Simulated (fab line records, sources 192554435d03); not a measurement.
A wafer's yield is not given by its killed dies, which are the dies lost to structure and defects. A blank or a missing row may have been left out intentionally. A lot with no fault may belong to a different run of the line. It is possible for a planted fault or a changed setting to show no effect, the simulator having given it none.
fab line records | flow n5Finfet
record lots=7 wafers=39
route steps=1938 shown ZERO_LAYER@11 PMOS_HMC_CHANNEL_EPI@73 SD_EPI_P@321 SD_ACTIVATION@330 HKMG_FIN@386 MOL_CONTACT_COAG@537
startH: hours from the record's first day to the start of the lot's first wafer shown | waitH: hours from the lot's prior step to this one | " the same as in the row above | L1.1+2: one row covering several wafers at once | - no value present, or no start provided | * or withheld: withheld | < > ~ a bound
route shown NAME@n: names a module that has steps shown in the file, with the first one's number in the route | usual: the fault-free wafers' mean and standard deviation | same: alike in all rows | chamber/n: place in a boat | sites: per-site readings | _std_site: standard deviation of those values | _edge_site: the outer-site mean with the inner-site mean subtracted | radiusMm: how far each site lies from the wafer's centre | mask NAME#n: copy n | behind: the tool/chamber that last shaped the wafer | hold: reason for holding the lot/hours on hold/outcome of the hold | device: names the non-switching transistor (n, p or np) | end of line: the route-end tests of the same wafers | for a step that has no rows: nothing shown but its recipe | killed: count of dies lost to structure and defects at first sort (not the wafer's yield) | map: per-die view of a wafer (x killed, . not killed, _ where there is no die)
set.NAME: setting as actually run; set.NAME@STEP: the setting as run at that earlier step | model.NAME: the simulator's own value behind a step, which no gauge read
lots run with intentionally changed settings; tables by step, rows by wafer
## steps
# step N5_ZERO_LAYER_DEVELOP_10
# recipe developTimeS=60 rinseLiquid=diw dry=airSpin devTempC=21
# columns lot.wafer tool chamber startH waitH set.developTimeS
L078.1+2+3 lithoTrack-01 0 - - 60
L082.1+2+3+4+5+6 lithoTrack-05 0 - - 60
L083.1+2+3 lithoTrack-05 0 - - 27.69
L083.4+5+6 " 0 " " 60
L085.1+2+3+4+5+6 lithoTrack-05 0 - - 60
L090.1+3+5 lithoTrack-05 0 - - 36.44
L090.2+4+6 " 0 " " 60
L091.1+2+5 lithoTrack-03 0 - - 69.34
L091.3+4+6 " 0 " " 60
L093.1+2+3 lithoTrack-05 0 - - 60
L093.4+5+6 " 0 " " 34.04
# step N5_ZERO_LAYER_HARDBAKE_23
# recipe tempC=130 timeS=120
# step N5_ZERO_LAYER_CD_MEAS_11
# recipe targetCdNm=2000 landingEnergyEv=500 detector=seInlens
# usual cdNm=1999.3/2.5
# columns lot.wafer tool chamber startH waitH set.developTimeS@ZERO_LAYER_DEVELOP_10 cdNm
L078.1 cdSem-03 0 36.64 - 60 1999.7
L078.2 " 0 " " 60 2001.7
L078.3 " 0 " " 60 1998.4
L082.1 cdSem-03 0 60.79 - 60 2000.9
L082.2 " 0 " " 60 2000.8
L082.3 " 0 " " 60 1996.3
L082.4 " 0 " " 60 1999.8
L082.5 " 0 " " 60 2002.7
L082.6 " 0 " " 60 2000.0
L083.1 cdSem-02 0 66.79 - 27.69 1982.2
L083.2 " 0 " " 27.69 1985.3
L083.3 " 0 " " 27.69 1983.3
L083.4 " 0 " " 60 1997.8
L083.5 " 0 " " 60 2000.7
L083.6 " 0 " " 60 2003.0
L085.1 cdSem-03 0 78.64 - 60 1997.7
L085.2 " 0 " " 60 1997.9
L085.3 " 0 " " 60 2002.0
L085.4 " 0 " " 60 1998.4
L085.5 " 0 " " 60 2002.2
L085.6 " 0 " " 60 1996.4
L090.1 cdSem-01 0 108.64 - 36.44 1992.3
L090.2 " 0 " " 60 1997.8
L090.3 " 0 " " 36.44 1990.8
L090.4 " 0 " " 60 2002.5
L090.5 " 0 " " 36.44 1989.5
L090.6 " 0 " " 60 2005.4
L091.1 cdSem-01 0 114.67 - 69.34 2002.5
L091.2 " 0 " " 69.34 2003.4
L091.3 " 0 " " 60 1995.9
L091.4 " 0 " " 60 2001.7
L091.5 " 0 " " 69.34 1997.7
L091.6 " 0 " " 60 1997.1
L093.1 cdSem-01 0 126.67 - 60 2001.5
L093.2 " 0 " " 60 2001.3
L093.3 " 0 " " 60 1997.9
L093.4 " 0 " " 34.04 1987.1
L093.5 " 0 " " 34.04 1989.4
L093.6 " 0 " " 34.04 1987.2
# step N5_ZERO_LAYER_DESCUM_16
# recipe chemistry=O2 timeS=7.9 sourcePowerW=50 biasPowerW=20 pressureMtorr=20 rfFrequencyHz=2.712e+07 tempC=40 o2FlowSccm=225
# columns lot.wafer tool chamber startH waitH set.developTimeS@ZERO_LAYER_DEVELOP_10 model.ZERO_LAYER.cdNm
L078.1 rieDiel-01 0 36.68 0.0 60 1999
L078.2 " 3 " " 60 2002
L078.3 " 1 " " 60 1998
L082.1+2 rieDiel-01 3,1 60.83 0.0 60 2001
L082.3 " 0 " " 60 1996
L082.4+6 " 2,0 " " 60 2000
L082.5 " 1 " " 60 2002
L083.1 rieDiel-01 0 66.83 0.0 27.69 1982
L083.2 " 2 " " 27.69 1985
L083.3 " 3 " " 27.69 1983
L083.4 " 1 " " 60 1998
L083.5 " 0 " " 60 2001
L083.6 " 3 " " 60 2003
L085.1 rieDiel-05 1 78.68 0.0 60 1997
L085.2 " 2 " " 60 1998
L085.3 " 0 " " 60 2002
L085.4 " 3 " " 60 1999
L085.5 " 2 " " 60 2003
L085.6 " 1 " " 60 1996
L090.1 rieDiel-05 0 108.68 0.0 36.44 1992
L090.2 " 1 " " 60 1997
L090.3 " 2 " " 36.44 1991
L090.4 " 3 " " 60 2002
L090.5 " 3 " " 36.44 1989
L090.6 " 0 " " 60 2005
L091.1 rieDiel-01 0 114.71 0.0 69.34 2002
L091.2 " 3 " " 69.34 2004
L091.3 " 1 " " 60 1996
L091.4 " 2 " " 60 2002
L091.5 " 2 " " 69.34 1998
L091.6 " 1 " " 60 1997
L093.1 rieDiel-01 3 126.78 0.1 60 2002
L093.2 " 2 " " 60 2001
L093.3 " 0 " " 60 1998
L093.4+6 " 1,0 " " 34.04 1987
L093.5 " 3 " " 34.04 1989
# step N5_PMOS_HMC_CHANNEL_EPI_ETCH_38
# recipe chemistry=CF4 target=SiO2 targetDepthA=15 ionEnergyEv=350 pressureMtorr=10 icpW=800 biasW=400 cf4FlowSccm=80
# columns lot.wafer tool chamber startH waitH set.targetDepthA model.etch.depthNm
L078.1 rieSi-02 1 41.68 0.0 15 1.523
L078.2 " 0 " " 15 1.455
L078.3 " 2 " " 15 1.578
L082.1 rieSi-06 3 65.91 0.0 12.68 1.261
L082.2 " 0 " " 15 1.524
L082.3 " 2 " " 15 1.472
L082.4 " 1 " " 15 1.475
L082.5 " 0 " " 12.68 1.298
L082.6 " 1 " " 12.68 1.265
L083.1 rieSi-02 1 72.30 0.0 15 1.513
L083.2 " 2 " " 15 1.569
L083.3 " 0 " " 15 1.477
L083.4 " 2 " " 15 1.57
L083.5 " 0 " " 15 1.479
L083.6 " 1 " " 15 1.514
L085.1 rieSi-06 2 83.57 0.0 23.44 2.294
L085.2+6 " 3 " " 15 1.51
L085.3 " 1 " " 15 1.508
L085.4 " 0 " " 23.44 2.422
L085.5 " 0 " " 23.44 2.426
L090.1+3 rieSi-05 3,0 113.73 0.0 15 1.5
L090.2 " 1 " " 19.47 1.93
L090.4 " 2 " " 15 1.524
L090.5 " 3 " " 19.47 1.936
L090.6 " 0 " " 19.47 1.929
L091.1 rieSi-05 3 120.07 0.0 12.68 1.269
L091.2 " 1 " " 15 1.487
L091.3 " 2 " " 15 1.54
L091.4+6 " 0,1 " " 12.68 1.267
L091.5 " 0 " " 15 1.503
L093.1 rieSi-06 1 131.86 0.0 15 1.468
L093.2 " 3 " " 6.788 0.6774
L093.3 " 2 " " 15 1.439
L093.4 " 0 " " 15 1.539
L093.5 " 3 " " 6.788 0.6814
L093.6 " 0 " " 6.788 0.6958
# step N5_SD_EPI_P_EPI_21
# recipe material=SiGe:B dopant=B tempC=550 pressureTorr=20 ambient=H2 timeS=355
# columns lot.wafer tool chamber startH waitH set.timeS model.SiGe-B_of_SD_EPI_P_EPI_21.thkNm
L078.1 epiRpcvd-01 0 85.78 0.1 355 60.6
L078.2 " 0 " " 355 60
L078.3 " 0 " " 355 60.4
L082.1 epiRpcvd-04 0 103.48 0.2 355 60.2
L082.2+6 " 0 " " 355 60.4
L082.3 " 0 " " 440.7 70.6
L082.4 " 0 " " 440.7 70.2
L082.5 " 0 " " 440.7 70.4
L083.1 epiRpcvd-04 0 111.80 0.2 461.3 72
L083.2 " 0 " " 461.3 72.8
L083.3 " 0 " " 355 60.4
L083.4 " 0 " " 355 60.6
L083.5 " 0 " " 461.3 71.8
L083.6 " 0 " " 355 59.8
L085.1+6 epiRpcvd-01 0 123.89 0.2 355 60.8
L085.2 " 0 " " 355 60.2
L085.3 " 0 " " 507.2 78.2
L085.4 " 0 " " 507.2 77
L085.5 " 0 " " 507.2 77.8
L090.1+3 epiRpcvd-01 0 153.24 0.1 355 61.8
L090.2 " 0 " " 355 61.6
L090.4 " 0 " " 355 62.6
L090.5 " 0 " " 355 62
L090.6 " 0 " " 355 62.2
L091.1 epiRpcvd-02 0 158.75 0.1 355 59.4
L091.2 " 0 " " 355 60.4
L091.3 " 0 " " 279.5 51
L091.4 " 0 " " 279.5 51.2
L091.5 " 0 " " 279.5 51.8
L091.6 " 0 " " 355 59.6
L093.1 epiRpcvd-04 0 172.06 0.1 355 60.8
L093.2 " 0 " " 355 61.2
L093.3 " 0 " " 155.5 29.2
L093.4 " 0 " " 155.5 29.4
L093.5 " 0 " " 155.5 29
L093.6 " 0 " " 355 61.6
# step N5_SD_EPI_P_EPI_MEAS_23
# recipe mode=xrd
# usual thkNm=61.1/1.4
# columns lot.wafer tool chamber startH waitH set.timeS@SD_EPI_P_EPI_21 thkNm
L078.1 filmMetro-02 - 87.98 1.8 355 61.9
L078.2 " - " " 355 59.0
L078.3 " - " " 355 59.8
L082.1 filmMetro-01 - 106.39 2.4 355 60.7
L082.2 " - " " 355 59.1
L082.3 " - " " 440.7 70.7
L082.4 " - " " 440.7 71.0
L082.5 " - " " 440.7 70.6
L082.6 " - " " 355 59.3
L083.1 filmMetro-02 - 114.74 2.5 461.3 72.1
L083.2 " - " " 461.3 71.7
L083.3 " - " " 355 62.1
L083.4 " - " " 355 59.8
L083.5 " - " " 461.3 72.5
L083.6 " - " " 355 58.3
L085.1 filmMetro-01 - 126.81 2.4 355 61.1
L085.2 " - " " 355 60.7
L085.3 " - " " 507.2 79.6
L085.4 " - " " 507.2 78.1
L085.5 " - " " 507.2 76.9
L085.6 " - " " 355 60.3
L090.1 filmMetro-01 - 155.43 1.8 355 60.2
L090.2 " - " " 355 62.2
L090.3 " - " " 355 62.0
L090.4 " - " " 355 62.4
L090.5 " - " " 355 60.7
L090.6 " - " " 355 63.4
L091.1 filmMetro-01 - 160.95 1.8 355 60.4
L091.2 " - " " 355 60.4
L091.3 " - " " 279.5 49.0
L091.4 " - " " 279.5 50.1
L091.5 " - " " 279.5 50.5
L091.6 " - " " 355 59.3
L093.1 filmMetro-02 - 174.25 1.8 355 60.2
L093.2 " - " " 355 61.1
L093.3 " - " " 155.5 30.1
L093.4 " - " " 155.5 28.7
L093.5 " - " " 155.5 29.0
L093.6 " - " " 355 64.1
# step N5_SD_EPI_P_HM_STRIP_48
# recipe chemistry=H3PO4 tempC=160 material=SiNx target=SiNx targetDepthA=30 overetchFraction=0.3
# step N5_SD_EPI_P_SRD_49
# recipe dry=ipaMarangoni timeS=30 tempC=23 rinseLiquid=diw
# step N5_SD_EPI_P_PRECLEAN_24
# recipe chemistry=O3/DIW timeS=45 tempC=22 o3Ppm=10
# columns lot.wafer tool chamber startH waitH set.timeS@SD_EPI_P_EPI_21 model.SiGe-B_of_SD_EPI_P_EPI_21.thkNm
L078.1 wetBench-02 7 88.08 0.0 355 60.2
L078.2 " 6 " " 355 59.6
L078.3 " 1 " " 355 59.8
L082.1 wetBench-02 4 106.51 0.0 355 59.6
L082.2+6 " 5,2 " " 355 60
L082.3 " 6 " " 440.7 70
L082.4+5 " 7,3 " " 440.7 69.8
L083.1 wetBench-05 4 114.85 0.0 461.3 71.4
L083.2 " 6 " " 461.3 72.2
L083.3 " 1 " " 355 60
L083.4 " 2 " " 355 60.2
L083.5 " 5 " " 461.3 71.2
L083.6 " 3 " " 355 59.4
L085.1+6 wetBench-01 4,3 126.92 0.0 355 60.2
L085.2 " 5 " " 355 59.8
L085.3 " 6 " " 507.2 77.8
L085.4 " 2 " " 507.2 76.6
L085.5 " 7 " " 507.2 77.2
L090.1+3 wetBench-05 0,2 155.54 0.0 355 61.4
L090.2 " 1 " " 355 61.2
L090.4 " 4 " " 355 62.2
L090.5+6 " 7,3 " " 355 61.6
L091.1 wetBench-01 7 161.05 0.0 355 58.8
L091.2 " 3 " " 355 60
L091.3 " 0 " " 279.5 50.6
L091.4 " 1 " " 279.5 50.8
L091.5 " 4 " " 279.5 51.4
L091.6 " 2 " " 355 59
L093.1 wetBench-01 6 174.36 0.0 355 60.4
L093.2 " 1 " " 355 60.8
L093.3 " 7 " " 155.5 29
L093.4 " 2 " " 155.5 29.2
L093.5 " 0 " " 155.5 28.8
L093.6 " 3 " " 355 61.2
# step N5_SD_EPI_P_PRECLEAN_32
# recipe chemistry=dHF timeS=10 dilution=500:1 tempC=25
# step N5_SD_EPI_P_PRECLEAN_33
# recipe chemistry=SC2 timeS=45 tempC=35 mix=1:1:50
# step N5_SD_ACTIVATION_RTA_00
# recipe tempC=975 timeS=0 ambient=N2 idleTempC=600 rampUpCPerS=150 rampDownCPerS=60 coolToC=600
# step N5_SD_ACTIVATION_LSA_01
# recipe tempC=1080 timeS=0.0008 ambient=N2
# step N5_SD_ACTIVATION_RS_MEAS_03
# recipe thkMeasGauge=four-point-probe
# usual RS_SD_N=21.91/0.25 RS_SD_P=56.0/1
# columns lot.wafer tool chamber startH waitH set.timeS@SD_EPI_P_EPI_21 RS_SD_N[ohm/sq] RS_SD_P[ohm/sq]
L078.1 filmMetro-01 - 88.68 0.2 355 21.91 56.8
L078.2 " - " " 355 21.72 56.9
L078.3 " - " " 355 21.85 56.7
L082.1 filmMetro-02 - 107.01 0.2 355 22.36 57.3
L082.2 " - " " 355 22.16 56.7
L082.3 " - " " 440.7 22.15 48.8
L082.4 " - " " 440.7 21.92 49.1
L082.5 " - " " 440.7 22.18 48.5
L082.6 " - " " 355 21.97 57.0
L083.1 filmMetro-02 - 115.36 0.2 461.3 21.46 48.4
L083.2 " - " " 461.3 21.38 47.6
L083.3 " - " " 355 21.33 57.5
L083.4 " - " " 355 21.82 57.4
L083.5 " - " " 461.3 21.67 48.0
L083.6 " - " " 355 21.60 57.8
L085.1 filmMetro-01 - 127.54 0.2 355 21.89 56.2
L085.2 " - " " 355 22.29 56.4
L085.3 " - " " 507.2 22.08 43.5
L085.4 " - " " 507.2 22.04 44.2
L085.5 " - " " 507.2 21.99 44.0
L085.6 " - " " 355 22.21 55.8
L090.1 filmMetro-02 - 156.04 0.2 355 21.65 56.0
L090.2 " - " " 355 21.42 56.3
L090.3 " - " " 355 21.43 55.5
L090.4 " - " " 355 21.93 55.5
L090.5 " - " " 355 21.71 55.8
L090.6 " - " " 355 21.70 55.3
L091.1 filmMetro-01 - 161.75 0.2 355 21.88 58.1
L091.2 " - " " 355 21.94 56.9
L091.3 " - " " 279.5 22.01 67.0
L091.4 " - " " 279.5 22.20 66.6
L091.5 " - " " 279.5 21.84 66.1
L091.6 " - " " 355 21.99 58.0
L093.1 filmMetro-02 - 174.86 0.2 355 21.49 57.3
L093.2 " - " " 355 21.53 56.7
L093.3 " - " " 155.5 21.48 119.0
L093.4 " - " " 155.5 21.23 118.4
L093.5 " - " " 155.5 21.69 120.0
L093.6 " - " " 355 21.49 56.0
# step N5_HKMG_FIN_HK_ALD_01
# recipe material=HfO2 targetThkA=16 tempC=withheld aldPrecursorFamily=HfCl4 aldCoReactant=H2O pulseTimeS=3 purgeTimeS=3 coReactantPurgeTimeS=2.5 coReactantPulseTimeS=0.3 aldCycles=30
# columns lot.wafer tool chamber startH waitH set.aldCycles model.HfO2_of_HKMG_FIN_HK_ALD_01.thkNm
L078.1+2+3 aldHk-03 1,3,2 100.72 0.0 30 1.6
L082.1+3+6 aldHk-02 3,2,1 118.87 0.0 30 1.6
L082.2+4+5 " 0,1,2 " " 19 1
L083.1+3+5 aldHk-01 0,3,0 127.59 0.0 41 2.2
L083.2+4+6 " 1,2,1 " " 30 1.6
L085.1+2+3+4+5+6 aldHk-01 1,3,2,0,2,3 139.82 0.0 30 1.6
L090.1+2+3 aldHk-02 0,1,2 168.46 0.0 36 2
L090.4+5+6 " 3,2,1 " " 30 1.6
L091.1+4+5 aldHk-03 1,3,2 174.00 0.0 30 1.6
L091.2+6 " 0,1 " " 17 0.8
L091.3 " 2 " " 17 1
L093.1+3+5 aldHk-01 1,2,0 187.20 0.0 22 1.2
L093.2+4+6 " 0,3,3 " " 30 1.6
# step N5_HKMG_FIN_HK_ANNEAL_02
# recipe tempC=700 timeS=30 ambient=N2 idleTempC=600 rampUpCPerS=150 rampDownCPerS=60 coolToC=600
# step N5_HKMG_FIN_ALD_74
# recipe material=La2O3 targetThkA=5 tempC=250 aldPrecursorFamily=La-Cp aldCoReactant=O3 pulseTimeS=6 coReactantPulseTimeS=1 purgeTimeS=3 coReactantPurgeTimeS=3
# step N5_HKMG_FIN_WET_ETCH_82
# recipe chemistry=dHCl mix=1:10000 tempC=25 target=La2O3 stopOn=HfO2 targetDepthNm=2 dry=ipaMarangoni rinseTimeS=30 rinseTempC=23
# step N5_HKMG_FIN_ALD_36
# recipe material=TiN targetThkA=10 tempC=400 aldPrecursorFamily=TiCl4 aldCoReactant=NH3 pulseTimeS=1 purgeTimeS=3 coReactantPurgeTimeS=2 coReactantPulseTimeS=2 aldCycles=47 pressureTorr=3
# step N5_HKMG_FIN_THK_MEAS_70
# recipe thkMeasGauge=xrf reads=HfO2_of_HKMG_FIN_HK_ALD_01
# usual HK_THK=1.585/0.022
# columns lot.wafer tool chamber startH waitH set.aldCycles@HKMG_FIN_HK_ALD_01 HK_THK[nm]
L078.1 filmMetro-01 - 104.48 0.2 30 1.578
L078.2 " - " " 30 1.599
L078.3 " - " " 30 1.596
L082.1 filmMetro-02 - 122.48 0.2 30 1.599
L082.2 " - " " 19 0.985
L082.3 " - " " 30 1.563
L082.4 " - " " 19 1.004
L082.5 " - " " 19 0.989
L082.6 " - " " 30 1.609
L083.1 filmMetro-01 - 131.05 0.2 41 2.163
L083.2 " - " " 30 1.566
L083.3 " - " " 41 2.155
L083.4 " - " " 30 1.585
L083.5 " - " " 41 2.147
L083.6 " - " " 30 1.571
L085.1 filmMetro-02 - 143.35 0.2 30 1.585
L085.2 " - " " 30 1.576
L085.3 " - " " 30 1.622
L085.4 " - " " 30 1.593
L085.5 " - " " 30 1.611
L085.6 " - " " 30 1.567
L090.1 filmMetro-01 - 172.21 0.2 36 1.881
L090.2 " - " " 36 1.942
L090.3 " - " " 36 1.904
L090.4 " - " " 30 1.567
L090.5 " - " " 30 1.565
L090.6 " - " " 30 1.618
L091.1 filmMetro-02 - 178.65 0.2 30 1.571
L091.2 " - " " 17 0.903
L091.3 " - " " 17 0.929
L091.4 " - " " 30 1.589
L091.5 " - " " 30 1.619
L091.6 " - " " 17 0.897
L093.1 filmMetro-01 - 190.67 0.2 22 1.154
L093.2 " - " " 30 1.595
L093.3 " - " " 22 1.146
L093.4 " - " " 30 1.566
L093.5 " - " " 22 1.153
L093.6 " - " " 30 1.572
# step N5_MOL_CONTACT_COAG_ETCH_15
# recipe chemistry=CH3F/O2 target=SiNx targetDepthA=70 maskMaterial=SOC stopOn=Si:P overEtchFrac=0.75 ionEnergyEv=120 pressureMtorr=30 sourceW=395 biasW=73 Ar_flow_sccm=150 CH3F_flow_sccm=30 O2_flow_sccm=20
# columns lot.wafer tool chamber startH waitH set.targetDepthA model.SOC_of_MOL_CONTACT_COAG_COAT_103.thkNm
L078.1 rieDiel-02 2 118.07 0.0 70 74.8
L078.2+3 " 3,0 " " 70 75
L082.1+3 rieDiel-03 2,0 135.77 0.0 70 74.8
L082.2 " 1 " " 89.93 74.4
L082.4 " 2 " " 89.93 74
L082.5 " 1 " " 70 75.4
L082.6 " 0 " " 89.93 73.8
L083.1+2 rieDiel-03 0,2 144.39 0.0 70 75
L083.3 " 1 " " 70 76
L083.4 " 1 " " 70 75.8
L083.5 " 2 " " 70 74.8
L083.6 " 0 " " 70 75.2
L085.1+5 rieDiel-04 0,3 156.92 0.0 88.57 74.6
L085.2 " 3 " " 88.57 74.4
L085.3+6 " 1 " " 70 75.2
L085.4 " 0 " " 70 75.6
L090.1+5 rieDiel-02 3,0 185.52 0.0 86.32 74.4
L090.2 " 0 " " 86.32 74.2
L090.3 " 1 " " 70 75.6
L090.4+6 " 2,1 " " 70 75.2
L091.1 rieDiel-02 3 193.26 0.0 70 75
L091.2+4 " 0,2 " " 70 74.8
L091.3+5+6 " 2,3,0 " " 47.38 76
L093.1 rieDiel-04 3 204.24 0.0 70 75.2
L093.2+4+5 " 1,2,2 " " 70 75.4
L093.3+6 " 0,3 " " 70 75.6
## key
split step=N5_ZERO_LAYER_DEVELOP_10 setting=developTimeS stated=60 by=wafer
response step=N5_ZERO_LAYER_CD_MEAS_11 reading=cdNm change=+0.293 per=1% r=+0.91
response step=N5_ZERO_LAYER_DESCUM_16 reading=model.ZERO_LAYER.cdNm change=+0.294 per=1% r=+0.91
split step=N5_PMOS_HMC_CHANNEL_EPI_ETCH_38 setting=targetDepthA stated=15 by=wafer
response step=N5_PMOS_HMC_CHANNEL_EPI_ETCH_38 reading=model.etch.depthNm change=+0.0149 per=1% r=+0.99
split step=N5_SD_EPI_P_EPI_21 setting=timeS stated=355 by=wafer
response step=N5_SD_EPI_P_EPI_21 reading=model.SiGe-B_of_SD_EPI_P_EPI_21.thkNm change=+0.478 per=1% r=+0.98
response step=N5_SD_EPI_P_EPI_MEAS_23 reading=thkNm change=* per=1% r=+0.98
response step=N5_SD_EPI_P_PRECLEAN_24 reading=model.SiGe-B_of_SD_EPI_P_EPI_21.thkNm change=+0.475 per=1% r=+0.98
response step=N5_SD_ACTIVATION_RS_MEAS_03 reading=RS_SD_P change=-0.68 per=1% r=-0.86
split step=N5_HKMG_FIN_HK_ALD_01 setting=aldCycles stated=30 by=wafer
response step=N5_HKMG_FIN_HK_ALD_01 reading=model.HfO2_of_HKMG_FIN_HK_ALD_01.thkNm change=+0.0166 per=1% r=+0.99
response step=N5_HKMG_FIN_THK_MEAS_70 reading=HK_THK change=+0.016 per=1% r=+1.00
split step=N5_MOL_CONTACT_COAG_ETCH_15 setting=targetDepthA stated=70 by=wafer
response step=N5_MOL_CONTACT_COAG_ETCH_15 reading=model.SOC_of_MOL_CONTACT_COAG_COAT_103.thkNm change=-0.0347 per=1% r=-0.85
